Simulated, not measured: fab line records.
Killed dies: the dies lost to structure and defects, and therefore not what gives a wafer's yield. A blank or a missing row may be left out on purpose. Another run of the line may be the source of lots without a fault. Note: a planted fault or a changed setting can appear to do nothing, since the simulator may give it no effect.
Which tool is to blame? ; flow n5 finfet ; 13 lots, 35 wafers sampled, at 5 steps of a route of 1938

## WHAT EACH GAUGE READ, for each wafer
No reading from a measuring or inspecting step in the record can be judged against a usual standard deviation.

## WHAT TOOL EACH LOT RAN ON (gives the tool, then ch and the chambers of the sampled wafers, and finally the start)
lot;N5_FIN_CUT_PRECLEAN_35;N5_STI_FIN_REVEAL_ALD_00;N5_STI_FIN_REVEAL_DENSIFY_30;N5_DUMMY_GATE_CMP_04;N5_PASSIVATION_PROBE_49
L539;vapor etch-02 ch 0,1, day 2 04:13;ald sin-03 ch 0,1, day 2 04:46;rtp anneal-01 ch 0, day 2 10:20;cmp-04 ch 0,2, day 2 18:19;-
L540;vapor etch-01 ch 0,1, day 2 10:23;ald sin-03 ch 0,1,2, day 2 10:48;rtp anneal-01 ch 0, day 2 16:50;cmp-01 ch 0,2,3, day 3 02:16;-
L542;vapor etch-01 ch 0,1, day 2 22:47;ald sin-01 ch 1,2,3, day 2 23:24;rtp anneal-01 ch 0, day 3 06:02;cmp-02 ch 1,2,3, day 3 14:17;-
L543;vapor etch-02 ch 0,1, day 3 05:49;ald sin-01 ch 0,1,2, day 3 06:13;rtp anneal-02 ch 0, day 3 11:50;cmp-04 ch 0,2,3, day 3 19:03;-
L544;vapor etch-01 ch 0,1, day 3 09:00;ald sin-01 ch 0,2,3, day 3 09:32;rtp anneal-01 ch 0, day 3 15:33;cmp-04 ch 1,3, day 3 22:46;prober-01, day 20 10:58
L547;vapor etch-01 ch 0,1, day 4 03:29;ald sin-03 ch 0,1,2, day 4 03:52;rtp anneal-02 ch 0, day 4 09:20;cmp-01 ch 1,2, day 4 16:34;-
L548;vapor etch-01 ch 0,1, day 4 10:04;ald sin-02 ch 2,3, day 4 10:29;rtp anneal-01 ch 0, day 4 15:53;cmp-02 ch 0,1, day 4 23:04;-
L552;vapor etch-02 ch 0, day 5 10:16;ald sin-01 ch 1, day 5 10:58;rtp anneal-01 ch 0, day 5 17:05;cmp-04 ch 3, day 6 01:55;prober-02, day 18 19:03
L553;vapor etch-01 ch 0,1, day 5 15:18;ald sin-03 ch 3, day 5 15:41;rtp anneal-01 ch 0, day 5 21:20;cmp-04 ch 2, day 6 05:08;-
L554;vapor etch-02 ch 0,1, day 5 21:35;ald sin-03 ch 0,1, day 5 22:00;rtp anneal-01 ch 0, day 6 03:30;cmp-04 ch 0,1, day 6 11:03;-
L559;vapor etch-01 ch 0,1, day 7 19:13;ald sin-01 ch 0,3, day 7 19:38;rtp anneal-01 ch 0, day 8 01:40;cmp-01 ch 0,2,3, day 8 10:41;-
L561;vapor etch-01 ch 0,1, day 7 21:05;ald sin-03 ch 1,3, day 7 21:34;rtp anneal-01 ch 0, day 8 03:34;cmp-01 ch 0,1, day 8 14:19;-
L562;vapor etch-02 ch 0,1, day 8 00:14;ald sin-03 ch 1,2,3, day 8 00:38;rtp anneal-01 ch 0, day 8 06:04;cmp-01 ch 0,1,2, day 8 14:08;-
- N5_FIN_CUT_PRECLEAN_35: cleans in vHF, time 13.3 s.
- N5_STI_FIN_REVEAL_ALD_00: deposits SiO2, target thk 1 nm, pulse time 1 s.
- N5_STI_FIN_REVEAL_DENSIFY_30
- N5_DUMMY_GATE_CMP_04: polishes a-Si.
- N5_PASSIVATION_PROBE_49

## WHAT THE TOOLS THEMSELVES READ (means of the sampled wafers that have a number; where no wafer has one, the mark that the record gives instead)
N5_FIN_CUT_PRECLEAN_35.
lot;tool;drypump motor current A (A)
L539;vapor etch-02;5.5
L540;vapor etch-01;6.3
L542;vapor etch-01;6.2
L543;vapor etch-02;5.6
L544;vapor etch-01;6.3
L547;vapor etch-01;6.1
L548;vapor etch-01;6.3
L552;vapor etch-02;5.7
L553;vapor etch-01;6.2
L554;vapor etch-02;5.5
L559;vapor etch-01;6.2
L561;vapor etch-01;6.1
L562;vapor etch-02;5.5

N5_STI_FIN_REVEAL_ALD_00.
lot;tool;heater power w (W);precursor pulse height rel
L539;ald sin-03;478;0.996
L540;ald sin-03;500;1.003
L542;ald sin-01;457;0.984
L543;ald sin-01;466;0.994
L544;ald sin-01;482;0.979
L547;ald sin-03;512;0.996
L548;ald sin-02;406;1.031
L552;ald sin-01;422;0.975
L553;ald sin-03;490;1.006
L554;ald sin-03;468;1.014
L559;ald sin-01;495;1.007
L561;ald sin-03;498;0.999
L562;ald sin-03;518;1.012

N5_STI_FIN_REVEAL_DENSIFY_30.
lot;tool;lamp power pct (%);lamp_zone_2_pct (%)
L539;rtp anneal-01;11.50;11.552
L540;rtp anneal-01;11.53;11.528
L542;rtp anneal-01;11.57;11.522
L543;rtp anneal-02;11.50;11.521
L544;rtp anneal-01;11.54;11.532
L547;rtp anneal-02;11.52;11.537
L548;rtp anneal-01;11.53;11.508
L552;rtp anneal-01;11.61;11.519
L553;rtp anneal-01;11.59;11.515
L554;rtp anneal-01;11.57;11.512
L559;rtp anneal-01;11.48;11.544
L561;rtp anneal-01;11.53;11.532
L562;rtp anneal-01;11.56;11.538

N5_DUMMY_GATE_CMP_04.
lot;tool;motor current A (A);time to endpoint s (s)
L539;cmp-04;10.2;14.9
L540;cmp-01;9.8;14.7
L542;cmp-02;10.1;14.3
L543;cmp-04;10.1;14.3
L544;cmp-04;10.1;13.3
L547;cmp-01;10.1;14.2
L548;cmp-02;11.3;13.3
L552;cmp-04;10.2;10.3
L553;cmp-04;9.1;8.5
L554;cmp-04;10.3;15.2
L559;cmp-01;10.0;12.8
L561;cmp-01;9.4;12.5
L562;cmp-01;9.8;10.3

N5_PASSIVATION_PROBE_49.
lot;tool;killed_at_M0_to_M3;killed_at_M4_up;killed at contacts;killed at front end;killed at other;killed dies;killed open;killed short
L544;prober-01;38;14;5;29;2;88;54;31
L552;prober-02;36;18;29;38;0;121;95;24

## THE ANSWER, worked out from the rows above alone
Rule: the usual values come from the lots themselves. Put in order of their means at a reading, lots are off if they are a third of the lots or fewer, leave a main group of 4 or more, and stand apart from it by a gap of 3 or more times the standard deviation of the main group's means; of several such gaps the widest counts. Not used: any main group whose means are identical at the precision the tables above print for the reading. A lot without any number at a reading at which 4 lots or more have one is off too. All remaining lots with rows at the step are treated as sound. After the gauges, taken in route order, come the tools' own readings; for these a lot's mean is taken, as printed above. The first step at which some lot is off is used, and at that step the reading that is off furthest; a lot without a number counts as furthest.
Nothing can be told from this: no lot is off at any reading shown.

## WHAT THE SIMULATOR HAD INSERTED
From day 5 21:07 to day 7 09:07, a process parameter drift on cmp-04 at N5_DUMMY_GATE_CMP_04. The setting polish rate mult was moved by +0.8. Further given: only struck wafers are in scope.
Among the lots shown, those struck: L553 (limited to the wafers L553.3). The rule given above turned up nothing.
